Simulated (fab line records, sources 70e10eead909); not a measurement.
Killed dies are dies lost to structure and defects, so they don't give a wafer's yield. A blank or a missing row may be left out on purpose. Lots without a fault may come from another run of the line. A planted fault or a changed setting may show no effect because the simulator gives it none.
Chamber matching | flow nand_harc | NHARC_P_M0_PRE_CLEAN_31 on pecvd-04: 3 sister chambers
The step time 12 s. 22 wafers are shown with their chamber, then 11 later ones without.

WAFERS WITH THEIR CHAMBER
wafer  | chamber | heater_power_w (W)
L074.1 | 0       | 688
L074.2 | 2       | 676
L074.5 | 0       | 698
L075.1 | 0       | 692
L075.2 | 1       | 672
L075.5 | 2       | 647
L076.1 | 2       | 666
L076.3 | 1       | 737
L076.6 | 0       | 670
L077.1 | 0       | 653
L077.2 | 1       | 654
L077.5 | 2       | 720
L078.4 | 2       | 699
L078.5 | 0       | 700
L078.6 | 1       | 709
L079.3 | 1       | 633
L079.4 | 1       | 629
L079.6 | 2       | 767
L080.2 | 2       | 638
L080.4 | 0       | 706
L080.5 | 1       | 684
L081.2 | 0       | 681

SIGNATURES (means of the wafers above)
reading        | chamber 0 | chamber 1 | chamber 2 | scatter within a chamber
heater_power_w | 686.00    | 674.00    | 687.57    | 35.4
Rule: a wafer's distance from a chamber is the root of the sum, over the readings, of the square of ((its reading less the chamber's mean) divided by the reading's scatter). The wafer belongs to the nearest chamber; if the next one is less than 2 further off, it can't be placed. The scatter: the root of (the sum of the squares of (reading less its chamber's mean) over the shown wafers, divided by (wafers less chambers)).

WAFERS WITHOUT THEIR CHAMBER
wafer  | heater_power_w (W)
L081.4 | 726
L081.5 | 689
L090.1 | 724
L090.2 | 652
L090.3 | 610
L093.3 | 644
L093.5 | 649
L093.6 | 655
L094.1 | 705
L094.4 | 711
L094.5 | 654

WHICH CHAMBER EACH WENT THROUGH
wafer  | from the rows above          | in truth
L081.4 | can't be placed: 2 or 0 or 1 | 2
L081.5 | can't be placed: 2 or 0 or 1 | 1
L090.1 | can't be placed: 2 or 0 or 1 | 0
L090.2 | can't be placed: 1 or 0 or 2 | 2
L090.3 | can't be placed: 1 or 0 or 2 | 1
L093.3 | can't be placed: 1 or 0 or 2 | 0
L093.5 | can't be placed: 1 or 0 or 2 | 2
L093.6 | can't be placed: 1 or 0 or 2 | 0
L094.1 | can't be placed: 2 or 0 or 1 | 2
L094.4 | can't be placed: 2 or 0 or 1 | 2
L094.5 | can't be placed: 1 or 0 or 2 | 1
Placed correctly: 0 of 11. Can't be placed from these rows: 11 (the true chamber is among the candidates in 11). Placed wrongly: 0.
